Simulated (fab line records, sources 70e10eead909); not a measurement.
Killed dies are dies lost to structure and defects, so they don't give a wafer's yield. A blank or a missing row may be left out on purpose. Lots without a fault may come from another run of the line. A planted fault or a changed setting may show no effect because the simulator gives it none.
Which tool did it? | flow nand_harc | 12 lots, 36 wafers sampled, at 6 steps of a route of 1302

WHAT THE GAUGES READ, wafer by wafer
NHARC_A_M1_CD_MEAS_09: target cd 120 nm.
lot  | measured     | on        | cd_nm (nm)
L797 | day 22 12:07 | cd_sem-01 | 118.8 120.0 119.5
L798 | day 23 16:17 | cd_sem-01 | 119.0 119.2 119.7
L800 | day 23 17:16 | cd_sem-02 | 119.8 119.6 119.6
L799 | day 23 23:38 | cd_sem-03 | 118.9 119.4 119.7
L801 | day 24 12:53 | cd_sem-01 | 120.6 120.5 120.0
L802 | day 25 07:18 | cd_sem-03 | 119.7 119.9 119.3
L812 | day 29 04:00 | cd_sem-02 | 120.5 119.5 120.6
L811 | day 29 05:20 | cd_sem-01 | 104.0 103.6 104.3
L813 | day 29 11:29 | cd_sem-01 | 106.2 106.6 106.8
L814 | day 29 15:55 | cd_sem-02 | 109.8 109.1 109.4
L817 | day 31 13:44 | cd_sem-02 | 120.1 119.8 119.6
L819 | day 32 17:35 | cd_sem-02 | 119.7 119.2 120.1

NHARC_END_SORT_01.
lot  | measured     | on        | defect_limited_yield (%) | killed_at_array | killed_at_other | killed_at_periphery | killed_dies | killed_open | killed_short
L813 | day 31 03:02 | prober-01 | 91.0 89.5 93.2           | 51 64 40        | 0 1 1           | 10 6 5              | 61 71 46    | 3 2 2       | 2 6 6
L814 | day 31 02:09 | prober-02 | 88.5 89.8 88.6           | 70 67 74        | 0 0 2           | 8 2 1               | 78 69 77    | 0 1 3       | 5 0 2

WHICH TOOL RAN EACH LOT (tool, then ch and the chambers of the sampled wafers, then the start)
lot  | NHARC_A_M0_DESCUM_14               | NHARC_A_M0_ETCH_15                            | NHARC_A_M0_PVD_20                       | NHARC_A_M1_EXPOSE_06
L797 | rie_diel-07 ch 0,2,3, day 22 08:13 | rie_diel-07 ch 0,1,2, day 22 11:58 or earlier | pvd_sputter-02, day 22 11:58 or earlier | arfi_scanner-01 ch 0, day 22 11:58
L798 | rie_diel-01 ch 0,1,2, day 23 12:33 | rie_diel-01 ch 1,2,3, day 23 16:08 or earlier | pvd_sputter-02, day 23 16:08 or earlier | arfi_scanner-02 ch 0, day 23 16:08
L800 | rie_diel-01 ch 0,1,2, day 23 13:25 | rie_diel-01 ch 0,1,3, day 23 17:08 or earlier | pvd_sputter-02, day 23 17:08 or earlier | arfi_scanner-01 ch 0, day 23 17:08
L799 | rie_diel-07 ch 1,2,3, day 23 19:43 | rie_diel-07 ch 1,3, day 23 23:31 or earlier   | pvd_sputter-01, day 23 23:31 or earlier | arfi_scanner-01 ch 0, day 23 23:31
L801 | rie_diel-08 ch 2,3, day 24 08:53   | rie_diel-08 ch 2,3, day 24 12:45 or earlier   | pvd_sputter-03, day 24 12:45 or earlier | arfi_scanner-03 ch 0, day 24 12:45
L802 | rie_diel-07 ch 0,1,3, day 25 03:22 | rie_diel-07 ch 0,1, day 25 07:10 or earlier   | pvd_sputter-03, day 25 07:10 or earlier | arfi_scanner-01 ch 0, day 25 07:10
L812 | rie_diel-08 ch 0,2,3, day 29 00:16 | rie_diel-08 ch 1,2,3, day 29 03:52 or earlier | pvd_sputter-03, day 29 03:52 or earlier | arfi_scanner-03 ch 0, day 29 03:52
L811 | rie_diel-08 ch 0,1,3, day 29 01:28 | rie_diel-08 ch 0,1,3, day 29 05:13 or earlier | pvd_sputter-01, day 29 05:13 or earlier | arfi_scanner-01 ch 0, day 29 05:13
L813 | rie_diel-08 ch 0,2,3, day 29 07:46 | rie_diel-08 ch 1,2,3, day 29 11:21 or earlier | pvd_sputter-02, day 29 11:21 or earlier | arfi_scanner-01 ch 0, day 29 11:21
L814 | rie_diel-01 ch 1,2,3, day 29 12:04 | rie_diel-01 ch 1,2,3, day 29 15:46 or earlier | pvd_sputter-01, day 29 15:46 or earlier | arfi_scanner-01 ch 0, day 29 15:46
L817 | rie_diel-07 ch 1,2,3, day 31 09:28 | rie_diel-07 ch 0,1,3, day 31 13:37 or earlier | pvd_sputter-01, day 31 13:37 or earlier | arfi_scanner-02 ch 0, day 31 13:37
L819 | rie_diel-07 ch 0,1,3, day 32 13:35 | rie_diel-07 ch 1,2, day 32 17:26 or earlier   | pvd_sputter-03, day 32 17:26 or earlier | arfi_scanner-02 ch 0, day 32 17:26
- NHARC_A_M0_DESCUM_14: chemistry O2, time 3 s.
- NHARC_A_M0_ETCH_15: etches the open film in C4F8/Ar, target depth 150 nm, overetch 15 nm, time 82.5 s.
- NHARC_A_M0_PVD_20: deposits TaN, target thk 5 nm, time 8.06 s.
- NHARC_A_M1_EXPOSE_06: exposes mask A M1, target cd 120 nm.

WHAT THE TOOLS THEMSELVES READ (means of the sampled wafers that have a number; where no wafer has one, the mark that the record gives instead)
NHARC_A_M0_DESCUM_14.
lot  | tool        | drypump_motor_current_A (A) | oes_product_au (a.u.) | rf_vpp_V (V) | showerhead_plenum_p_Torr (Torr) | throttle_valve_pct (%)
L797 | rie_diel-07 | 5.5                         | 0.992                 | 57.9         | 1.96                            | 11.308
L798 | rie_diel-01 | 5.4                         | 1.003                 | 57.8         | 1.91                            | 11.316
L800 | rie_diel-01 | 5.3                         | 0.999                 | 58.5         | 1.91                            | 11.307
L799 | rie_diel-07 | 5.4                         | 0.999                 | 57.3         | 1.96                            | 11.309
L801 | rie_diel-08 | 5.1                         | 0.996                 | 57.6         | 1.96                            | 11.319
L802 | rie_diel-07 | 5.3                         | 0.996                 | 59.1         | 1.89                            | 11.310
L812 | rie_diel-08 | 5.4                         | 1.012                 | 58.4         | 1.90                            | 11.299
L811 | rie_diel-08 | 5.1                         | 1.005                 | 57.8         | 1.85                            | 11.315
L813 | rie_diel-08 | 5.4                         | 1.001                 | 58.3         | 1.90                            | 11.303
L814 | rie_diel-01 | 5.2                         | 0.997                 | 58.2         | 1.95                            | 11.311
L817 | rie_diel-07 | 5.4                         | 1.003                 | 57.4         | 1.96                            | 11.314
L819 | rie_diel-07 | 5.3                         | 0.995                 | 57.8         | 1.89                            | 11.311

NHARC_A_M0_ETCH_15.
lot  | tool        | bias_w (W) | oes_product_au (a.u.) | rf_vpp_V (V)
L797 | rie_diel-07 | 300.6      | 0.948                 | 440
L798 | rie_diel-01 | 299.4      | 0.961                 | 441
L800 | rie_diel-01 | 300.4      | 0.929                 | 443
L799 | rie_diel-07 | 299.0      | 0.920                 | 443
L801 | rie_diel-08 | 300.0      | 0.960                 | 443
L802 | rie_diel-07 | 300.9      | 0.925                 | 438
L812 | rie_diel-08 | 299.4      | 0.963                 | 441
L811 | rie_diel-08 | 300.2      | 0.963                 | 439
L813 | rie_diel-08 | 300.0      | 0.920                 | 440
L814 | rie_diel-01 | 299.5      | 0.925                 | 442
L817 | rie_diel-07 | 300.2      | 0.968                 | 441
L819 | rie_diel-07 | 300.5      | 0.937                 | 440

NHARC_A_M0_PVD_20.
lot  | tool           | cathode_dc_power_W (W) | substrate_temp_c (C) | throttle_valve_pct (%)
L797 | pvd_sputter-02 | 15000                  | 49.87                | 30.5
L798 | pvd_sputter-02 | 15000                  | 49.95                | 30.2
L800 | pvd_sputter-02 | 15001                  | 50.05                | 30.1
L799 | pvd_sputter-01 | 15000                  | 49.86                | 30.5
L801 | pvd_sputter-03 | 15001                  | 49.96                | 29.0
L802 | pvd_sputter-03 | 15001                  | 50.00                | 29.0
L812 | pvd_sputter-03 | 15000                  | 50.07                | 29.3
L811 | pvd_sputter-01 | 14999                  | 49.94                | 30.3
L813 | pvd_sputter-02 | 15000                  | 49.95                | 29.7
L814 | pvd_sputter-01 | 14999                  | 49.96                | 29.9
L817 | pvd_sputter-01 | 15000                  | 50.06                | 29.1
L819 | pvd_sputter-03 | 14999                  | 50.00                | 29.7

NHARC_A_M1_EXPOSE_06.
lot  | tool            | exposure_dose_mJ_cm2
L797 | arfi_scanner-01 | 75.16
L798 | arfi_scanner-02 | 75.05
L800 | arfi_scanner-01 | 75.11
L799 | arfi_scanner-01 | 75.12
L801 | arfi_scanner-03 | 75.00
L802 | arfi_scanner-01 | 75.07
L812 | arfi_scanner-03 | 75.14
L811 | arfi_scanner-01 | 57.06
L813 | arfi_scanner-01 | 60.64
L814 | arfi_scanner-01 | 63.63
L817 | arfi_scanner-02 | 75.15
L819 | arfi_scanner-02 | 75.05

THE ANSWER, worked out from the rows above alone
Rule: what is usual is taken from the lots themselves. Put in order of their means at a reading, lots are off if they are a third of the lots or fewer, leave a main group of 4 or more, and stand apart from it by a gap of 3 or more times the standard deviation of the main group's means; of several such gaps the widest counts. A main group whose means are all the same, to the digits that the tables above print for the reading, isn't used. A lot without any number at a reading at which 4 lots or more have one is off too. The other lots that the step has rows for count as sound. The gauges are gone through in route order, then the tools' own readings, and for those a lot's mean is taken as printed above. The first step at which some lot is off is used, and at that step the reading that is off furthest; a lot without a number counts as furthest.
Off: L811, L813, L814, at NHARC_A_M1_CD_MEAS_09 (cd_nm). The main group: mean 119.7 nm, standard deviation 0.35.
A tool fits if, at a process step before that reading, it ran every lot that is off, and no sound lot after the first of them. The gauges at NHARC_A_M1_CD_MEAS_09 aren't tried: what is off there is off at NHARC_A_M1_EXPOSE_06 too, on other tools, and a gauge's error can't cause that. NHARC_A_M0_ETCH_15 gives no start for some lots, so the hours and the order of its lots are those of NHARC_A_M1_EXPOSE_06. NHARC_A_M0_PVD_20 gives no start for some lots, so the hours and the order of its lots are those of NHARC_A_M1_EXPOSE_06. One fits: arfi_scanner-01 at NHARC_A_M1_EXPOSE_06. Its last sound lot is L802 (day 25 07:10), its first lot that is off L811 (day 29 05:13): a fault that began between those two fits.
The tool's own readings at NHARC_A_M1_EXPOSE_06 bear it out: on the lots that are off they differ by more than 5 times the standard deviation of the sound lots' means. exposure_dose_mJ_cm2 reads 60.44 there against 75.09 on the sound lots.

WHAT THE SIMULATOR HAD PUT IN
Process parameter drift: arfi_scanner-01, from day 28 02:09 on, at NHARC_A_M1_EXPOSE_06. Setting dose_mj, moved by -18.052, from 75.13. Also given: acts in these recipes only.
Lots struck among those shown: L811, L813, L814. The rule above found the same.
